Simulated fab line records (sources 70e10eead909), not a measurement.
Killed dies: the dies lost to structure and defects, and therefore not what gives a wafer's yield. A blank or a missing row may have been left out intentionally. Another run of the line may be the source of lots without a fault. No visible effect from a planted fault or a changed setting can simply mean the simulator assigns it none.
A struck lot beside a sound one :: flow nand-harc :: 13 out of 1159 route steps
Sound: wafers L275.1, L275.3, L275.5. Struck: wafer L284.5 (L284.3, L284.6, from the same lot, were not struck and are left out); the cause is given at the end.
Per side, at each step with rows, come the tool, then ch with its chambers, and then its first start. Under that, the readings that differ: sound wafers :: struck wafers :: difference of the means :: sigmas: that difference in standard deviations of wafers without a fault.
alike: words and numbers the same on both sides, and readings whose means are apart by under 2 such deviations; not compared: readings that were withheld, readings missing a value for some wafer, numbers with overlapping values and no deviation given by the record, and bounds like >300 which may hide the same value.
Wherever a step has rows on one side only, a row that says differs or no value, or a row with sigmas, the two part there. Numbers that have no deviation but don't overlap get no sigmas and don't part them. A reading missing from all wafers of one side parts the sides only when that side holds two or more wafers.

first, 1 step without rows for these wafers: NHARC_A_SLIT_SRD_20.
NHARC_A_SLIT_CD_MEAS_21:
  sound: cd-sem-02 at day 15 15:33; struck: cd-sem-03 at day 17 06:07
  alike: cd-nm
then, 3 steps without rows for these wafers: NHARC_A_SIN_REMOVE_WET_00 (chemistry H3PO4, time 15300 s); NHARC_A_SIN_REMOVE_PRECLEAN_01 (cleans in SC1); NHARC_A_SIN_REMOVE_SRD_02.
NHARC_A_SIN_REMOVE_INSPECT_04:
  sound: defect-inspect-02 at day 15 23:16; struck: defect-inspect-01 at day 17 13:52
  alike: raw-defect-count
NHARC_A_WL_FILL_ALD_00: deposits Al2O3, target thk 3 nm, pulse time 3 s, ald cycles 30.
  sound on ald-hk-01 ch 0,1,2, day 15 23:20; struck on ald-hk-01 ch 3, day 17 13:56
  alike: heater-power-w, precursor-pulse-height-rel
NHARC_A_WL_FILL_RTA_01: time 5 s.
  sound on rtp-anneal-02 ch 0, day 15 23:35; struck on rtp-anneal-01 ch 0, day 17 14:17
reading: lamp-power-pct (%)
sound: 31.4 31.4 31.5
struck: 34.9
difference: +3.5
sigmas: +2
  alike: lamp_zone_7_pct, wafer_temp_C_max
NHARC_A_WL_FILL_ALD_02: deposits TiN, target thk 2 nm, pulse time 3 s, ald cycles 100.
  sound on ald-metal-01 ch 0,2,3, day 15 23:50; struck on ald-metal-01 ch 1, day 17 14:28
  alike: heater-power-w, precursor-pulse-height-rel
NHARC_A_WL_FILL_CVD_03: deposits W, target thk 40 nm, time 3302 s.
  sound on cvd-w-01 ch 0,1, day 16 01:33; struck on cvd-w-01 ch 1, day 17 21:53
  alike: heater-power-w, throttle-valve-pct
NHARC_A_WL_FILL_ETCHBACK_04: etches the open film in NF3, target depth 60 nm, time 120 s.
  sound on rie-metal-02 ch 1, day 16 04:24; struck on rie-metal-03 ch 0, day 17 23:53
reading: run-length-s (s)
sound: 141.1 141.3 140.8
struck: 61.9
difference: -79.2
sigmas: -99 or more
  alike: chamber-pressure-mTorr, drypump-motor-current-A, oes-product-au
  not compared: rf-hours-counter-h
NHARC_A_WL_FILL_ETCHBACK_05: etches the open film in Cl2/BCl3, target depth 22 nm, time 60 s.
  sound on rie-metal-02 ch 0,1, day 16 04:38; struck on rie-metal-03 ch 1, day 18 00:05
  alike: chamber-pressure-mTorr, drypump-motor-current-A, oes-product-au, run-length-s
  not compared: rf-hours-counter-h
-- break in the record here, with 4 days between the starts of the struck wafers on either side (left off in module A_WL_FILL, picked up again in module END, where the first step shown is number 1159 on the route) --
NHARC_END_SORT_01:
  here the record holds rows for the struck wafers (prober-01 ch 0, day 22 02:26) but none for the sound ones

## WHERE THEY PART
Last at NHARC_END_SORT_01 as far as this record goes, first at NHARC_A_WL_FILL_RTA_01.

WHY: what had been put in by the simulator
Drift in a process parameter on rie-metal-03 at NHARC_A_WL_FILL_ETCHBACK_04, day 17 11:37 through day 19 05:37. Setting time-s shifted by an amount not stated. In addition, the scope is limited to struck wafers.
